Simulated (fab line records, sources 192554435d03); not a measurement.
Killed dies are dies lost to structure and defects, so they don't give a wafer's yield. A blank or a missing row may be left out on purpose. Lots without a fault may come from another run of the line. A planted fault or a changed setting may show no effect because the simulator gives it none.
A struck lot beside a sound one | flow n5_finfet | 17 steps out of a route of 1938
Sound: wafers L125.2, L125.3, L125.4. Struck: wafers L137.2, L137.3. The cause comes at the end.
At each step with rows: each side's tool, then ch and its chambers, then its first start. Under that, the readings that differ: sound wafers | struck wafers | difference of the means | sigmas: that difference in standard deviations of wafers without a fault.
alike: readings whose means differ by less than 2 such deviations, and words and numbers that are the same on both sides. not compared: withheld readings, readings that some wafer has no value for, bounds like >300 that may hide the same value, and numbers for which the record gives no deviation and whose values overlap.
The two part at a step that has a row with sigmas, a row that says differs or no value, or rows on one side only. Numbers that don't overlap but have no deviation are shown without sigmas and don't part them. A reading that every wafer of one side lacks parts them only if that side has two wafers or more.

N5_BEOL_M10_ETCH_62: etches SOC in N2/H2, target depth 110 nm, overetch 22 nm, time 165 s.
  sound on rie_diel-03 ch 1,3, day 13 01:11; struck on rie_diel-03 ch 1,3, day 17 18:34
  alike: drypump_motor_current_A, h2_flow_sccm, oes_product_au, rf_vpp_V, showerhead_plenum_p_Torr, temp_c, throttle_valve_pct
  not compared: rf_hours_counter_h
then, 1 step without rows for these wafers: N5_BEOL_M10_STRIP_68 (strips in N2/H2).
N5_BEOL_M10_STRIP_67: strips in CF4.
  sound on rie_diel-03 ch 1,3, day 13 01:24; struck on rie_diel-03 ch 1,3, day 17 18:43
  alike: drypump_motor_current_A, oes_product_au, power_w, rf_vpp_V, showerhead_plenum_p_Torr, throttle_valve_pct
  not compared: rf_hours_counter_h
N5_BEOL_M10_HM_OPEN_17: chemistry Cl2/BCl3, target TiN, target depth 20 nm, overetch 6 nm.
  sound on rie_metal-03 ch 0,1, day 13 01:27; struck on rie_metal-01 ch 1, day 17 18:45
  reading                     | sound       | struck  | difference | sigmas
  drypump_motor_current_A (A) | 6.6 6.6 5.7 | 5.1 5.1 | -1.2       | -2
  alike: oes_ar_750_au, oes_product_au, throttle_valve_pct
  not compared: rf_hours_counter_h
N5_BEOL_M10_STRIP_19: strips in O2.
  sound on rie_diel-03 ch 1,3, day 13 01:36; struck on rie_diel-05 ch 1,3, day 17 19:04
  reading                | sound             | struck      | difference | sigmas
  rf_vpp_V (V)           | 3.4 2.1 2.1       | 4.1 5.1     | +2.1       | +3
  throttle_valve_pct (%) | 16.87 16.85 16.36 | 16.10 16.14 | -0.57      | -2
  alike: drypump_motor_current_A, oes_product_au, showerhead_plenum_p_Torr, temp_c
  not compared: rf_hours_counter_h
N5_BEOL_M10_CD_MEAS_18: pitch 140 nm, target cd 70 nm.
  sound on cd_sem-03, day 13 01:41; struck on cd_sem-01, day 17 19:08
  alike: cd_nm
then, 6 steps without rows for these wafers: N5_BEOL_M10_COAT_63 (time 60 s, resist thk 100 nm); N5_BEOL_M10_COAT_64 (time 60 s, resist thk 30 nm); N5_BEOL_M10_COAT_22 (resist thk 90 nm); N5_BEOL_M10_EBR_24; N5_BEOL_M10_SOFTBAKE_23 (time 60 s); N5_BEOL_M10_EXPOSE_25 (exposes mask V9).
N5_BEOL_M10_PEB_26: peb time 60 s.
  sound on litho_track-04 ch 0, day 13 02:39; struck on litho_track-04 ch 0, day 17 20:04
  reading                | sound             | struck      | difference | sigmas
  chill_plate_temp_C (C) | 22.84 22.80 22.94 | 23.07 23.18 | +0.27      | +2
then, 1 step without rows for these wafers: N5_BEOL_M10_DEVELOP_27 (develop time 30 s).
N5_BEOL_M10_CD_MEAS_28: target cd 70 nm.
  sound on cd_sem-01 ch 0, day 13 02:43; struck on cd_sem-03 ch 0, day 17 20:07
  reading    | sound          | struck    | difference | sigmas
  cd_nm (nm) | 69.8 68.3 68.6 | 72.9 72.5 | +3.8       | +4
N5_BEOL_M10_OVL_MEAS_29:
  sound on overlay-01 ch 0, day 13 02:45; struck on overlay-02 ch 0, day 17 20:09
  alike: V9_OVL
-- the record jumps here: 2 days lie between the struck wafers' starts before and after (it left off in module BEOL_M10 and takes up again in module PASSIVATION, whose first step shown is number 1936 of the route) --
N5_PASSIVATION_PROBE_49:
  sound on prober-01, day 15 08:46; struck on prober-02, day 20 00:49
  reading         | sound | struck | difference | sigmas
  killed_at_other | 1 0 1 | 7      | +6         | +2
  alike: defect_limited_yield, killed_at_M0_to_M3, killed_at_M4_up, killed_at_contacts, killed_at_front_end, killed_dies, killed_on_rim, killed_open, killed_short, sort_bin_5_function, sort_bin_6_memory, sort_n_pass, sort_yield_pct

WHERE THEY PART
First at N5_BEOL_M10_HM_OPEN_17; last, within this record, at N5_PASSIVATION_PROBE_49.

WHY: what the simulator had put in
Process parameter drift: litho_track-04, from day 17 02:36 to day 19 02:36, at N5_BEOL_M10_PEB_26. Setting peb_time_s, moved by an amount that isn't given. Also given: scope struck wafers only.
